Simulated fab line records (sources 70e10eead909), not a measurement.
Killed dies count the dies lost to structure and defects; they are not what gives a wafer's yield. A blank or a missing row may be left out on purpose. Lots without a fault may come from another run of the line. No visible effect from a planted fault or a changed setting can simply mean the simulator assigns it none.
fab line records -- flow nand-harc -- part 1 of 2: steps 1 to 4 of 6
record: lots: 23, wafers: 69, last-day: 33
route steps=1302 shown P_BONDPAD@367 A_ONON_D1@437 A_CHANNEL_HOLE_D1@465 A_CHANNEL_FILL_D1@509
lots that met no fault: taken from a fault-free run of the same line
start-h: hours from the record's opening day to when the first of the lot's shown wafers began -- wait-h: how many hours have passed since the lot's step before this one -- " the same as in the row above -- L1.1+2: several wafers, shown together as one row -- - either no value or no given start -- * or withheld: withheld -- < > ~ a bound
route shown NAME@n: NAME is a module with steps in the file, n the number in the route of the first one -- usual: average and standard deviation across the fault-free wafers -- same: alike in all rows -- chamber/n: place in a boat -- sites: per-site readings -- _std_site: the values' standard deviation -- _edge_site: inner sites' mean taken away from outer sites' mean -- radius-mm: how far each site lies from the wafer's centre -- mask NAME#n: copy n -- behind: the most recent tool/chamber to have shaped the wafer -- hold: the reason the lot was held/the length of the hold in hours/how it ended -- device: the n, p or np transistor that did not switch -- end of line: tests run on the same wafers once the route is complete -- a step with no rows: only its recipe -- killed: the dies lost at the first sort to structure and to defects; this is not the yield of the wafer -- map: a wafer's dies, x killed, . not, _ none there
set.NAME: the setting as run; set.NAME@STEP: as run at that earlier step -- model.NAME: the simulator's own value behind a step, which no gauge read
one table for each step of the route and one row for each wafer, over a sample of lots
services: a tool's chamber out of use, with start hour (start-h, from the record's first day; less than 0 if before it), hours out, and reason
== steps ==
step: NHARC_P_BONDPAD_DESCUM_11
recipe: time-s: 3, o2-flow-sccm: 200, ar-flow-sccm: 0, bias-power-w: 0, chemistry: O2
usual: drypump-motor-current-A: 5.8/0.36, oes-product-au: 0.999/0.014, rf-vpp-V: 57.9/0.9, showerhead-plenum-p-Torr: 1.94/0.1, throttle-valve-pct: 11.310/0.0098
lot.wafer,tool,chamber,start-h,wait-h,drypump-motor-current-A,oes-product-au,rf-hours-counter-h,rf-vpp-V,showerhead-plenum-p-Torr,throttle-valve-pct
L074.4,rie-diel-05,2,144.52,-,5.8,0.995,5.4,58.5,1.98,11.294
L074.1,rie-diel-05,0,144.52,-,6.5,1.009,5.1,55.7,1.84,11.296
L074.6,rie-diel-05,1,144.52,-,5.2,0.992,-,57.1,2.01,11.323
L075.1,rie-diel-11,3,145.98,-,6.3,1.004,1.9,58.5,2.05,11.311
L075.2,rie-diel-11,0,145.98,-,5.4,1.008,1.9,59.6,2.06,11.319
L075.5,rie-diel-11,3,145.98,-,6.3,0.997,-,59.0,2.05,11.307
L076.1,rie-diel-11,0,164.08,-,5.4,1.000,2.4,58.9,2.06,11.326
L076.2,rie-diel-11,1,164.08,-,6.0,0.986,2.1,57.9,1.90,11.296
L076.3,rie-diel-11,2,164.08,-,5.9,0.977,2.0,57.5,1.79,11.323
L078.2,rie-diel-05,2,176.97,-,5.7,1.000,6.9,58.6,1.98,11.315
L078.6,rie-diel-05,1,176.97,-,5.2,0.990,-,57.5,2.01,11.322
L078.5,rie-diel-05,2,176.97,-,5.8,0.999,-,58.7,1.98,11.311
L077.2,rie-diel-08,1,177.62,-,5.3,0.978,7.1,56.7,1.83,11.312
L077.1,rie-diel-08,2,177.62,-,6.0,0.998,8.1,58.1,1.92,11.318
L077.5,rie-diel-08,3,177.62,-,5.8,1.008,-,58.9,2.02,11.303
L079.1,rie-diel-11,0,190.15,-,5.4,1.004,3.1,56.2,2.06,11.320
L079.6,rie-diel-11,2,190.15,-,5.9,0.994,-,58.4,1.79,11.321
L079.5,rie-diel-11,3,190.15,-,6.3,0.995,-,58.2,2.05,11.320
L081.2,rie-diel-08,0,203.36,-,5.5,1.024,0.4,57.0,1.91,11.305
L081.3,rie-diel-08,2,203.36,-,6.0,0.983,0.3,57.3,1.92,11.310
L081.6,rie-diel-08,1,203.36,-,5.3,0.994,-,57.6,1.83,11.323
L080.3,rie-diel-08,1,205.60,-,5.3,1.008,0.5,56.9,1.83,11.306
L080.4,rie-diel-08,0,205.60,-,5.5,1.019,0.5,58.4,1.91,11.297
L080.6,rie-diel-08,1,205.60,-,5.3,0.996,-,58.8,1.83,11.311
L082.1,rie-diel-11,0,219.00,-,5.4,1.007,3.6,58.1,2.06,11.306
L082.2,rie-diel-11,1,219.00,-,6.0,0.993,3.2,59.5,1.90,11.316
L082.6,rie-diel-11,1,219.00,-,6.0,1.000,-,57.6,1.90,11.308
L083.2,rie-diel-11,2,225.52,-,5.9,1.003,3.2,57.2,1.79,11.304
L083.1,rie-diel-11,1,225.52,-,6.0,0.999,3.4,58.8,1.90,11.305
L083.6,rie-diel-11,0,225.52,-,5.4,0.991,-,57.4,2.06,11.324
L084.3,rie-diel-08,1,243.50,-,5.3,1.006,1.6,57.7,1.83,11.309
L084.4,rie-diel-08,3,243.50,-,5.8,1.029,1.6,58.3,2.02,11.307
L084.5,rie-diel-08,2,243.50,-,6.0,0.978,-,56.9,1.92,11.307
L085.4,rie-diel-08,0,249.87,-,5.5,1.025,2.0,57.5,1.91,11.287
L085.2,rie-diel-08,1,249.87,-,5.3,0.990,1.7,55.9,1.83,11.323
L085.6,rie-diel-08,1,249.87,-,5.3,0.982,-,58.0,1.83,11.309
L086.4,rie-diel-08,0,250.51,-,5.5,1.017,2.0,56.8,1.91,11.312
L086.3,rie-diel-08,1,250.51,-,5.3,0.997,1.8,58.7,1.83,11.315
L086.6,rie-diel-08,0,250.51,-,5.5,1.014,-,57.0,1.91,11.303
L087.3,rie-diel-11,2,276.75,-,5.9,0.984,0.4,56.3,1.79,11.318
L087.1,rie-diel-11,3,276.75,-,6.3,0.995,0.4,58.1,2.05,11.312
L087.4,rie-diel-11,0,276.75,-,5.4,1.010,-,56.4,2.06,11.300
L088.3,rie-diel-11,3,277.80,-,6.3,0.981,0.5,58.2,2.05,11.316
L088.1,rie-diel-11,0,277.80,-,5.4,1.001,0.6,60.3,2.06,11.313
L088.4,rie-diel-11,0,277.80,-,5.4,1.001,-,58.3,2.06,11.312
L089.1,rie-diel-05,3,282.27,-,6.4,1.008,1.6,58.4,1.85,11.328
L089.3,rie-diel-05,1,282.27,-,5.2,0.991,1.3,58.6,2.01,11.297
L089.4,rie-diel-05,2,282.27,-,5.8,0.990,1.2,58.2,1.98,11.306
L090.3,rie-diel-11,3,297.51,-,6.3,0.989,0.7,56.7,2.05,11.302
L090.1,rie-diel-11,2,297.51,-,5.9,0.978,0.7,57.2,1.79,11.302
L090.4,rie-diel-11,0,297.51,-,5.4,1.003,-,57.8,2.06,11.294
L091.3,rie-diel-08,2,307.63,-,6.0,0.977,3.4,57.7,1.92,11.307
L091.5,rie-diel-08,3,307.63,-,5.8,1.028,-,57.2,2.02,11.317
L091.6,rie-diel-08,0,307.63,-,5.5,1.022,-,58.2,1.91,11.327
L092.1,rie-diel-11,3,328.61,-,6.3,0.991,2.2,59.3,2.05,11.304
L092.2,rie-diel-11,0,328.61,-,5.4,0.994,2.3,57.7,2.06,11.288
L092.5,rie-diel-11,2,328.61,-,5.9,0.986,-,59.0,1.79,11.314
L094.2,rie-diel-11,2,336.30,-,5.9,0.990,2.8,58.2,1.79,11.314
L094.1,rie-diel-11,0,336.30,-,5.4,1.001,3.0,58.6,2.05,11.300
L094.5,rie-diel-11,0,336.30,-,5.4,1.006,-,58.4,2.06,11.305
L095.1,rie-diel-08,2,351.47,-,6.0,0.986,5.2,56.8,1.91,11.303
L095.4,rie-diel-08,3,351.47,-,5.9,1.022,5.4,59.0,2.01,11.306
L095.5,rie-diel-08,1,351.47,-,5.3,0.990,-,56.5,1.83,11.322
L096.4,rie-diel-11,3,356.02,-,6.3,0.991,3.6,58.4,2.05,11.317
L096.3,rie-diel-11,1,356.02,-,6.0,0.993,0.8,57.9,1.90,11.311
L096.2,rie-diel-11,2,356.02,-,5.9,0.988,3.6,58.5,1.79,11.321
L097.1,rie-diel-08,0,360.30,-,5.5,1.021,6.8,58.6,1.91,11.306
L097.3,rie-diel-08,2,360.30,-,6.0,0.977,6.1,56.9,1.91,11.299
L097.6,rie-diel-08,0,360.30,-,5.5,1.020,-,57.0,1.91,11.318
step: NHARC_P_BONDPAD_DEGAS_25
recipe: temp-c: 300, time-s: 60
usual: heater-power-w: 452/38, susceptor-temp-C: 300.00/0.18
lot.wafer,tool,chamber,start-h,wait-h,heater-power-w,susceptor-temp-C
L074.4,pvd-sputter-02,-,145.47,-,458,300.21
L074.1,pvd-sputter-02,-,145.47,-,429,300.24
L074.6,pvd-sputter-02,-,145.47,-,512,300.07
L075.2,pvd-sputter-01,-,146.93,-,421,299.87
L075.1,pvd-sputter-01,-,146.93,-,435,300.13
L075.5,pvd-sputter-01,-,146.93,-,441,299.92
L076.2,pvd-sputter-03,-,165.01,-,452,299.92
L076.1,pvd-sputter-03,-,165.01,-,388,300.03
L076.3,pvd-sputter-03,-,165.01,-,425,300.35
L078.2,pvd-sputter-02,-,177.90,-,461,-
L078.5,pvd-sputter-02,-,177.90,-,511,-
L078.6,pvd-sputter-02,-,177.90,-,453,-
L077.2,pvd-sputter-02,-,178.55,-,452,300.23
L077.1,pvd-sputter-02,-,178.55,-,421,299.87
L077.5,pvd-sputter-02,-,178.55,-,511,299.74
L079.1,pvd-sputter-02,-,191.08,-,417,-
L079.5,pvd-sputter-02,-,191.08,-,523,-
L079.6,pvd-sputter-02,-,191.08,-,455,-
L081.2,pvd-sputter-03,-,204.31,-,421,-
L081.3,pvd-sputter-03,-,204.31,-,424,-
L081.6,pvd-sputter-03,-,204.31,-,421,-
L080.3,pvd-sputter-02,-,206.54,-,462,299.82
L080.4,pvd-sputter-02,-,206.54,-,511,300.19
L080.6,pvd-sputter-02,-,206.54,-,476,299.88
L082.2,pvd-sputter-03,-,219.98,-,432,299.75
L082.1,pvd-sputter-03,-,219.98,-,384,300.13
L082.6,pvd-sputter-03,-,219.98,-,510,299.65
L083.2,pvd-sputter-03,-,226.51,-,417,-
L083.1,pvd-sputter-03,-,226.51,-,400,-
L083.6,pvd-sputter-03,-,226.51,-,432,-
L084.4,pvd-sputter-02,-,244.44,-,463,299.80
L084.3,pvd-sputter-02,-,244.44,-,459,300.27
L084.5,pvd-sputter-02,-,244.44,-,463,300.11
L085.4,pvd-sputter-03,-,250.85,-,415,299.81
L085.2,pvd-sputter-03,-,250.85,-,428,300.16
L085.6,pvd-sputter-03,-,250.85,-,425,299.98
L086.4,pvd-sputter-01,-,251.45,-,443,299.76
L086.3,pvd-sputter-01,-,251.45,-,527,300.04
L086.6,pvd-sputter-01,-,251.45,-,452,299.82
L087.3,pvd-sputter-01,-,277.72,-,440,-
L087.1,pvd-sputter-01,-,277.72,-,447,-
L087.4,pvd-sputter-01,-,277.72,-,521,-
L088.1,pvd-sputter-03,-,278.77,-,421,300.13
L088.3,pvd-sputter-03,-,278.77,-,426,300.16
L088.4,pvd-sputter-03,-,278.77,-,406,300.24
L089.3,pvd-sputter-01,-,283.22,-,438,299.84
L089.4,pvd-sputter-01,-,283.22,-,449,300.06
L089.1,pvd-sputter-01,-,283.22,-,530,299.96
L090.3,pvd-sputter-01,-,298.50,-,427,300.03
L090.4,pvd-sputter-01,-,298.50,-,434,300.18
L090.1,pvd-sputter-01,-,298.50,-,544,300.06
L091.3,pvd-sputter-01,-,308.59,-,449,299.78
L091.6,pvd-sputter-01,-,308.59,-,453,299.70
L091.5,pvd-sputter-01,-,308.59,-,525,299.65
L092.2,pvd-sputter-03,-,329.58,-,437,300.08
L092.1,pvd-sputter-03,-,329.58,-,398,299.92
L092.5,pvd-sputter-03,-,329.58,-,514,299.77
L094.2,pvd-sputter-03,-,337.29,-,427,299.81
L094.1,pvd-sputter-03,-,337.29,-,421,300.12
L094.5,pvd-sputter-03,-,337.29,-,435,299.74
L095.4,pvd-sputter-02,-,352.40,-,448,299.78
L095.1,pvd-sputter-02,-,352.40,-,440,299.97
L095.5,pvd-sputter-02,-,352.40,-,448,300.30
L096.4,pvd-sputter-01,-,356.96,-,434,-
L096.2,pvd-sputter-01,-,356.96,-,438,-
L096.3,pvd-sputter-01,-,356.96,-,443,-
L097.3,pvd-sputter-02,-,361.23,-,439,-
L097.1,pvd-sputter-02,-,361.23,-,448,-
L097.6,pvd-sputter-02,-,361.23,-,418,-
step: NHARC_A_ONON_D1_THK_MEAS_18
recipe: thk-meas-gauge: ellipsometry
usual: thk-nm: 1002/11
lot.wafer,tool,chamber,start-h,wait-h,thk-nm
L075.1,film-metro-02,-,182.96,-,1002
L075.2,film-metro-02,-,182.96,-,1002
L075.5,film-metro-02,-,182.96,-,1002
L074.1,film-metro-01,-,182.96,-,989
L074.4,film-metro-01,-,182.96,-,989
L074.6,film-metro-01,-,182.96,-,992
L076.1,film-metro-02,-,200.53,-,1015
L076.2,film-metro-02,-,200.53,-,1013
L076.3,film-metro-02,-,200.53,-,1013
L077.1,film-metro-01,-,212.09,-,994
L077.2,film-metro-01,-,212.09,-,995
L077.5,film-metro-01,-,212.09,-,994
L078.2,film-metro-02,-,212.10,-,1016
L078.5,film-metro-02,-,212.10,-,1017
L078.6,film-metro-02,-,212.10,-,1018
L079.1,film-metro-01,-,230.22,-,1020
L079.5,film-metro-01,-,230.22,-,1022
L079.6,film-metro-01,-,230.22,-,1022
L080.3,film-metro-02,-,240.27,-,990
L080.4,film-metro-02,-,240.27,-,989
L080.6,film-metro-02,-,240.27,-,989
L081.2,film-metro-01,-,240.27,-,1017
L081.3,film-metro-01,-,240.27,-,1017
L081.6,film-metro-01,-,240.27,-,1017
L082.1,film-metro-01,-,254.89,-,1010
L082.2,film-metro-01,-,254.89,-,1011
L082.6,film-metro-01,-,254.89,-,1012
L083.1,film-metro-02,-,268.14,-,992
L083.2,film-metro-02,-,268.14,-,994
L083.6,film-metro-02,-,268.14,-,994
L084.3,film-metro-02,-,282.57,-,1020
L084.4,film-metro-02,-,282.57,-,1020
L084.5,film-metro-02,-,282.57,-,1018
L085.2,film-metro-02,-,288.24,-,988
L085.4,film-metro-02,-,288.24,-,988
L085.6,film-metro-02,-,288.24,-,988
L086.3,film-metro-01,-,288.24,-,1002
L086.4,film-metro-01,-,288.24,-,1003
L086.6,film-metro-01,-,288.24,-,1002
L087.1,film-metro-01,-,314.40,-,997
L087.3,film-metro-01,-,314.40,-,1000
L087.4,film-metro-01,-,314.40,-,1001
L088.1,film-metro-02,-,314.46,-,995
L088.3,film-metro-02,-,314.46,-,996
L088.4,film-metro-02,-,314.46,-,996
L089.1,film-metro-01,-,319.24,-,996
L089.3,film-metro-01,-,319.24,-,998
L089.4,film-metro-01,-,319.24,-,997
L090.1,film-metro-01,-,339.08,-,994
L090.3,film-metro-01,-,339.08,-,995
L090.4,film-metro-01,-,339.08,-,996
L091.3,film-metro-02,-,342.94,-,985
L091.5,film-metro-02,-,342.94,-,985
L091.6,film-metro-02,-,342.94,-,985
L092.1,film-metro-01,-,367.85,-,1021
L092.2,film-metro-01,-,367.85,-,1023
L092.5,film-metro-01,-,367.85,-,1022
L094.1,film-metro-02,-,368.19,-,999
L094.2,film-metro-02,-,368.19,-,1002
L094.5,film-metro-02,-,368.19,-,1001
L096.2,film-metro-02,-,389.82,-,1001
L096.3,film-metro-02,-,389.82,-,1002
L096.4,film-metro-02,-,389.82,-,999
L095.1,film-metro-01,-,389.82,-,988
L095.4,film-metro-01,-,389.82,-,990
L095.5,film-metro-01,-,389.82,-,990
L097.1,film-metro-01,-,396.25,-,1003
L097.3,film-metro-01,-,396.25,-,1003
L097.6,film-metro-01,-,396.25,-,1002
step: NHARC_A_CHANNEL_HOLE_D1_DESCUM_15
recipe: time-s: 3, o2-flow-sccm: 200, ar-flow-sccm: 0, bias-power-w: 0, chemistry: O2
usual: drypump-motor-current-A: 5.9/0.41, oes-product-au: 1.001/0.014, rf-vpp-V: 57.8/0.89, showerhead-plenum-p-Torr: 1.92/0.077, throttle-valve-pct: 11.311/0.0096
lot.wafer,tool,chamber,start-h,wait-h,drypump-motor-current-A,oes-product-au,rf-hours-counter-h,rf-vpp-V,showerhead-plenum-p-Torr,throttle-valve-pct
L075.2,rie-diel-04,2,189.76,0.1,5.9,1.001,0,56.6,1.79,11.309
L075.1,rie-diel-04,3,189.76,0.1,6.3,1.015,0,57.1,1.79,11.322
L075.5,rie-diel-04,2,189.76,0.1,5.9,0.998,-,57.8,1.79,11.332
L074.1,rie-diel-03,3,190.40,0.1,5.5,0.997,5,56.9,1.98,11.318
L074.4,rie-diel-03,0,190.40,0.1,5.7,1.021,5,57.0,1.98,11.310
L074.6,rie-diel-03,0,190.40,0.1,5.7,1.017,-,57.0,1.98,11.309
L076.2,rie-diel-03,3,209.62,0.1,5.4,1.004,6,57.7,1.98,11.330
L076.1,rie-diel-03,1,209.62,0.1,5.9,0.994,6,58.0,1.87,11.320
L076.3,rie-diel-03,2,209.62,0.1,6.6,0.999,6,58.5,1.92,11.306
L078.2,rie-diel-03,3,217.83,0.1,5.4,1.012,7,58.3,1.98,11.312
L078.6,rie-diel-03,3,217.83,0.1,5.4,1.006,-,58.7,1.98,11.313
L078.5,rie-diel-03,0,217.83,0.1,5.7,1.016,-,57.5,1.98,11.322
L077.2,rie-diel-04,0,217.99,0.1,5.7,0.997,8,58.2,1.89,11.314
L077.1,rie-diel-04,1,217.99,0.1,5.7,0.988,10,57.7,1.81,11.307
L077.5,rie-diel-04,0,217.99,0.1,5.7,0.995,-,58.0,1.89,11.308
L079.1,rie-diel-06,3,236.00,0.1,6.0,0.971,33,57.3,1.98,11.310
L079.5,rie-diel-06,0,236.00,0.1,5.8,0.981,-,57.3,1.99,11.318
L079.6,rie-diel-06,1,236.00,0.1,6.8,0.998,-,57.5,2.07,11.317
L081.3,rie-diel-03,0,245.97,0.1,5.7,1.009,9,59.5,1.98,11.304
L081.2,rie-diel-03,2,245.97,0.1,6.6,1.005,9,59.0,1.92,11.316
L081.6,rie-diel-03,1,245.97,0.1,5.9,1.002,-,57.1,1.87,11.325
L080.3,rie-diel-06,0,246.13,0.1,5.8,0.991,36,56.6,1.99,11.295
L080.4,rie-diel-06,2,246.13,0.1,5.3,0.986,35,57.0,1.78,11.315
L080.6,rie-diel-06,3,246.13,0.1,6.0,0.992,-,57.4,1.98,11.309
L082.1,rie-diel-03,1,260.63,0.1,5.9,0.998,10,57.0,1.87,11.303
L082.2,rie-diel-03,3,260.63,0.1,5.5,1.005,11,58.8,1.98,11.313
L082.6,rie-diel-03,1,260.63,0.1,5.9,0.999,-,58.3,1.87,11.314
L083.1,rie-diel-06,0,273.96,0.1,5.8,0.987,49,58.2,1.99,11.291
L083.2,rie-diel-06,2,273.96,0.1,5.2,0.978,46,56.7,1.77,11.302
L083.6,rie-diel-06,1,273.96,0.1,6.8,1.009,-,59.0,2.06,11.314
L084.3,rie-diel-06,0,288.30,0.1,5.8,0.985,52,58.8,1.99,11.317
L084.5,rie-diel-06,2,288.30,0.1,5.3,0.987,-,58.3,1.77,11.306
L084.4,rie-diel-06,3,288.30,0.1,6.0,0.986,-,58.1,1.98,11.315
L085.4,rie-diel-06,0,293.95,0.1,5.8,0.990,54,57.4,1.99,11.304
L085.2,rie-diel-06,2,293.95,0.1,5.2,1.000,50,58.0,1.77,11.318
L085.6,rie-diel-06,3,293.95,0.1,6.0,0.977,-,57.4,1.97,11.317
L086.4,rie-diel-03,2,294.10,0.1,6.6,1.008,0,57.8,1.92,11.315
L086.3,rie-diel-03,0,294.10,0.1,5.7,1.026,0,58.3,1.98,11.323
L086.6,rie-diel-03,2,294.10,0.1,6.6,1.000,-,58.6,1.92,11.315
L087.1,rie-diel-03,2,320.67,0.1,6.6,1.016,2,57.7,1.92,11.306
L087.3,rie-diel-03,3,320.67,0.1,5.4,0.994,2,55.7,1.98,11.284
L087.4,rie-diel-03,0,320.67,0.1,5.7,1.022,2,59.2,1.97,11.322
L088.4,rie-diel-04,3,322.39,0.1,6.2,0.996,41,56.9,1.78,11.316
L088.3,rie-diel-04,0,322.39,0.1,5.7,0.994,43,57.7,1.87,11.319
L088.1,rie-diel-04,2,322.39,0.1,5.9,0.995,44,57.8,1.77,11.309
L089.4,rie-diel-03,0,329.43,0.1,5.7,1.013,3,58.2,1.97,11.320
L089.1,rie-diel-03,2,329.43,0.1,6.7,1.008,3,56.9,1.92,11.298
L089.3,rie-diel-03,3,329.43,0.1,5.4,0.982,3,60.3,1.98,11.315
L090.3,rie-diel-03,0,344.77,0.1,5.7,1.014,5,57.8,1.97,11.322
L090.4,rie-diel-03,2,344.77,0.1,6.6,1.013,4,57.8,1.92,11.297
L090.1,rie-diel-03,3,344.77,0.1,5.5,0.980,4,57.7,1.98,11.317
L091.3,rie-diel-03,0,348.56,0.1,5.7,1.020,5,57.7,1.97,11.330
L091.5,rie-diel-03,1,348.56,0.1,5.9,1.004,-,58.2,1.86,11.298
L091.6,rie-diel-03,2,348.56,0.1,6.6,1.015,-,57.5,1.92,11.315
L092.2,rie-diel-04,1,376.65,0.1,5.7,1.001,2,56.1,1.80,11.306
L092.1,rie-diel-04,2,376.65,0.1,5.9,1.015,2,58.7,2.08,11.304
L092.5,rie-diel-04,3,376.65,0.1,6.3,0.997,-,56.9,1.78,11.317
L094.1,rie-diel-03,3,377.78,0.1,5.4,0.982,7,57.4,1.98,11.320
L094.2,rie-diel-03,1,377.78,0.1,5.9,1.020,8,59.2,1.86,11.310
L094.5,rie-diel-03,2,377.78,0.1,6.6,1.001,-,58.2,1.92,11.303
L095.4,rie-diel-03,0,397.48,0.1,5.7,1.024,10,58.6,1.97,11.308
L095.1,rie-diel-03,2,397.48,0.1,6.6,1.010,9,56.8,1.92,11.307
L095.5,rie-diel-03,1,397.48,0.1,6.0,1.022,-,57.8,1.86,11.315
L096.2,rie-diel-03,0,397.89,0.1,5.7,1.020,10,59.2,1.97,11.293
L096.3,rie-diel-03,1,397.89,0.1,5.9,1.016,10,57.8,1.86,11.308
L096.4,rie-diel-03,2,397.89,0.1,6.6,1.004,9,58.4,1.92,11.305
L097.3,rie-diel-03,2,402.16,0.1,6.6,0.990,10,58.2,1.92,11.311
L097.1,rie-diel-03,3,402.16,0.1,5.5,0.980,10,58.5,1.98,11.328
L097.6,rie-diel-03,2,402.16,0.1,6.6,0.994,-,57.2,1.92,11.311
